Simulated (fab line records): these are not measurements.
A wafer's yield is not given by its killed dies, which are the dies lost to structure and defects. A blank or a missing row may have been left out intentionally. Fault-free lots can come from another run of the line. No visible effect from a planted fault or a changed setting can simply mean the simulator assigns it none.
Which of the tools did it?	flow n5 finfet	30 wafers from 10 lots sampled at 4 of the route's 1938 steps

WHAT THE GAUGES READ, wafer by wafer
N5_BEOL_M9_THK_MEAS_01.
lot	measured	on	M9_ILD_THK (nm)
L121	day 11 05:34	film metro-02	265 270 270
L122	day 11 06:34	film metro-02	265 266 271
L124	day 11 23:43	film metro-02	303 308 312
L126	day 12 11:53	film metro-02	303 309 310
L125	day 12 16:47	film metro-02	301 304 307
L135	day 14 10:17	film metro-01	268 266 271
L134	day 14 18:58	film metro-02	267 267 266
L138	day 14 21:00	film metro-01	260 264 267
L139	day 15 22:42	film metro-01	265 264 271
L140	day 16 09:38	film metro-01	267 265 268

EACH LOT AND THE TOOL THAT RAN IT (in order: tool; ch and the chambers of the sampled wafers; start)
lot	N5_BEOL_M8_STRIP_80	N5_BEOL_M8_DEP_56	N5_BEOL_M9_CURE_71
L121	rie diel-05 ch 2,3, day 11 04:50 or earlier	pecvd-03 ch 0,1,2, day 11 04:50	uv cure-03 ch 2, day 11 05:08
L122	rie diel-02 ch 0,2, day 11 05:35 or earlier	pecvd-01 ch 0,1, day 11 05:35	uv cure-01 ch 1, day 11 06:04
L124	rie diel-02 ch 1,2,3, day 11 21:28 or earlier	pecvd-03 ch 0,2, day 11 21:28	uv cure-01 ch 2, day 11 22:43
L126	rie diel-05 ch 1,2,3, day 12 11:10 or earlier	pecvd-04 ch 0,2, day 12 11:10	uv cure-01 ch 2, day 12 11:32
L125	rie diel-06 ch 0,1,2, day 12 14:38 or earlier	pecvd-03 ch 0,1,2, day 12 14:38	uv cure-03 ch 1, day 12 14:50
L135	rie diel-06 ch 0,3, day 14 09:34 or earlier	pecvd-01 ch 0,1, day 14 09:34	uv cure-01 ch 0, day 14 09:46
L134	rie diel-02 ch 0,2,3, day 14 17:46 or earlier	pecvd-03 ch 0,1, day 14 17:46	uv cure-03 ch 0, day 14 18:17
L138	rie diel-02 ch 2,3, day 14 19:41 or earlier	pecvd-04 ch 0,1,2, day 14 19:41	uv cure-03 ch 1, day 14 20:34
L139	rie diel-06 ch 0,3, day 15 21:29 or earlier	pecvd-03 ch 0,2, day 15 21:29	uv cure-01 ch 2, day 15 21:42
L140	rie diel-05 ch 0,2, day 16 08:52 or earlier	pecvd-04 ch 0,1,2, day 16 08:52	uv cure-03 ch 1, day 16 09:07
- N5_BEOL_M8_STRIP_80: strips in N2/H2, time 10 s.
- N5_BEOL_M8_DEP_56: deposits SiCN from 3MS/NH3, target thk 10 nm, time 17.5 s.
- N5_BEOL_M9_CURE_71: cures SiCOH lowk, time 240 s.

THE ANSWER, worked out from the rows above alone
Rule: the lots themselves supply what counts as usual. Put in order of their means at a reading, lots are off if they are a third of the lots or fewer, leave a main group of 4 or more, and stand apart from it by a gap of 3 or more times the standard deviation of the main group's means; of several such gaps the widest counts. A main group whose means are all the same, to the digits that the tables above print for the reading, isn't used. Also off: a lot with no number at a reading for which 4 or more lots have one. Where the step has rows for the other lots, those lots are counted as sound.
Off: L124, L126, L125, seen at N5_BEOL_M9_THK_MEAS_01 (M9_ILD_THK). For the main group the mean is 267 nm and the standard deviation 1.5.
A tool fits if, at a process step before that reading, it ran every lot that is off, and no sound lot after the first of them. The gauges at N5_BEOL_M9_THK_MEAS_01 are tried like those tools. Because N5_BEOL_M8_STRIP_80 lacks a start for some lots, the hours and order of its lots are taken from N5_BEOL_M8_DEP_56. No candidate that was tried fits.

WHAT THE SIMULATOR PUT IN
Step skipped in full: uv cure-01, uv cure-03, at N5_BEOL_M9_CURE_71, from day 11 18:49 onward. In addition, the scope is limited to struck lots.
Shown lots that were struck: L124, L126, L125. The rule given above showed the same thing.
